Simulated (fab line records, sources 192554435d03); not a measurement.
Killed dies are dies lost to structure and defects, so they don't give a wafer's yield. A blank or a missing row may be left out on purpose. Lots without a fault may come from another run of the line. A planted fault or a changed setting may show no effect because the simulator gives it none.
Chamber matching | flow n5_finfet | N5_BEOL_M5_DEP_56 on pecvd-02: 3 sister chambers
The step deposits SiCN from 3MS/NH3, target thk 8 nm, time 14 s. 3 wafers are shown with their chamber, then 12 later ones without.

WAFERS WITH THEIR CHAMBER
wafer  | chamber | throttle_valve_pct (%)
L087.6 | 2       | 8.1
L090.1 | 0       | 9.5
L090.6 | 1       | 9.6

WAFERS WITHOUT THEIR CHAMBER
wafer  | throttle_valve_pct (%)
L091.4 | 9.6
L091.5 | 8.2
L091.6 | 9.8
L095.1 | 8.3
L095.3 | 10.0
L095.4 | 9.9
L096.2 | 9.6
L096.3 | 8.4
L096.6 | 8.3
L097.1 | 9.9
L097.4 | 9.8
L097.5 | 9.7

WHICH CHAMBER EACH WENT THROUGH
wafer  | from the rows above     | in truth
L091.4 | can't be placed: 1 or 0 | 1
L091.5 | 2                       | 2
L091.6 | can't be placed: 1 or 0 | 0
L095.1 | 2                       | 2
L095.3 | can't be placed: 1 or 0 | 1
L095.4 | can't be placed: 1 or 0 | 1
L096.2 | can't be placed: 1 or 0 | 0
L096.3 | 2                       | 2
L096.6 | 2                       | 2
L097.1 | can't be placed: 1 or 0 | 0
L097.4 | can't be placed: 1 or 0 | 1
L097.5 | can't be placed: 1 or 0 | 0
Placed correctly: 4 of 12. Can't be placed from these rows: 8 (the true chamber is among the candidates in 8). Placed wrongly: 0.
How it was worked out, from the rows above alone: a wafer's distance from a chamber is the root of the sum, over the readings, of the square of ((its reading less the chamber's mean) divided by the reading's scatter). The wafer belongs to the nearest chamber; if the next one is less than 2 further off, it can't be placed. A chamber's mean is the mean of its shown wafers. The scatter: with one shown wafer a chamber, the root of the mean of the squares of how far each hidden wafer lies from its nearest shown one.
